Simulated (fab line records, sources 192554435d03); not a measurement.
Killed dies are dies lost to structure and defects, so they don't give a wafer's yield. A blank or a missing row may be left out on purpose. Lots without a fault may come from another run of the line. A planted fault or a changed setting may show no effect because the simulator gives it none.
Chamber matching | flow n5_finfet | N5_BEOL_M8_ALD_77 on ald_metal-03: 4 sister chambers
The step deposits TaN, target thk 2 nm, pulse time 2 s, purge time 3 s. 4 wafers are shown with their chamber, then 9 later ones without.

WAFERS WITH THEIR CHAMBER
wafer  | chamber | heater_power_w (W)
L083.6 | 2       | 373
L088.4 | 3       | 386
L089.4 | 1       | 407
L089.5 | 0       | 481

WAFERS WITHOUT THEIR CHAMBER
wafer  | heater_power_w (W)
L095.2 | 374
L095.3 | 469
L095.4 | 384
L096.2 | 379
L096.3 | 393
L096.6 | 468
L097.2 | 479
L097.4 | 381
L097.6 | 480

WHICH CHAMBER EACH WENT THROUGH
wafer  | from the rows above          | in truth
L095.2 | can't be placed: 2 or 3      | 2
L095.3 | 0                            | 0
L095.4 | can't be placed: 3 or 2      | 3
L096.2 | can't be placed: 2 or 3      | 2
L096.3 | can't be placed: 3 or 1 or 2 | 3
L096.6 | 0                            | 0
L097.2 | 0                            | 0
L097.4 | can't be placed: 3 or 2      | 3
L097.6 | 0                            | 0
Placed correctly: 4 of 9. Can't be placed from these rows: 5 (the true chamber is among the candidates in 5). Placed wrongly: 0.
How it was worked out, from the rows above alone: a wafer's distance from a chamber is the root of the sum, over the readings, of the square of ((its reading less the chamber's mean) divided by the reading's scatter). The wafer belongs to the nearest chamber; if the next one is less than 2 further off, it can't be placed. A chamber's mean is the mean of its shown wafers. The scatter: with one shown wafer a chamber, the root of the mean of the squares of how far each hidden wafer lies from its nearest shown one.
